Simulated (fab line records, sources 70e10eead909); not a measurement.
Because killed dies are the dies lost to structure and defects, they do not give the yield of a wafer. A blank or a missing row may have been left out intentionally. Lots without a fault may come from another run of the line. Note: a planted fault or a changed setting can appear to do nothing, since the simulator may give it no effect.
Chamber matching + flow nand harc + pecvd-01 running NHARC_A_STAIRCASE_DEP_301: 3 sister chambers
The step deposits SiON, target thk 30 nm. 3 wafers are shown with their chamber, then 8 later ones without.

## WAFERS WITH THEIR CHAMBER
| wafer  | chamber | heater power w (W) |
|--------|---------|--------------------|
| L444.3 | 1       | 759                |
| L444.5 | 2       | 889                |
| L448.1 | 0       | 1054               |

## WAFERS MISSING THEIR CHAMBER
| wafer  | heater power w (W) |
|--------|--------------------|
| L448.4 | 1046               |
| L448.5 | 954                |
| L450.2 | 885                |
| L450.4 | 864                |
| L450.6 | 1017               |
| L452.1 | 907                |
| L452.2 | 897                |
| L452.6 | 878                |

## THE CHAMBER EACH PASSED THROUGH
| wafer  | from the rows above     | in truth                   |
|--------|-------------------------|----------------------------|
| L448.4 | 0                       | 0                          |
| L448.5 | can't be placed: 2 or 0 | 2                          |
| L450.2 | 2                       | 2                          |
| L450.4 | 2                       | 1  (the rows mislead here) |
| L450.6 | 0                       | 0                          |
| L452.1 | 2                       | 2                          |
| L452.2 | 2                       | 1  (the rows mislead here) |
| L452.6 | 2                       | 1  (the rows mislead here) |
Correctly placed: 4 of 8. Can't be placed from these rows: 1 (the true chamber is among the candidates in 1). 3 placed wrongly.
How it was worked out, from the rows above alone: a wafer's distance from a chamber is the root of the sum, over the readings, of the square of ((its reading less the chamber's mean) divided by the reading's scatter). If the next closest chamber is less than 2 further off than the closest, the wafer can't be placed; otherwise it belongs to the closest. Each chamber's mean is taken over the wafers shown for it. The scatter: root of mean squared gap, hidden wafer to nearest shown wafer, with one shown wafer a chamber.
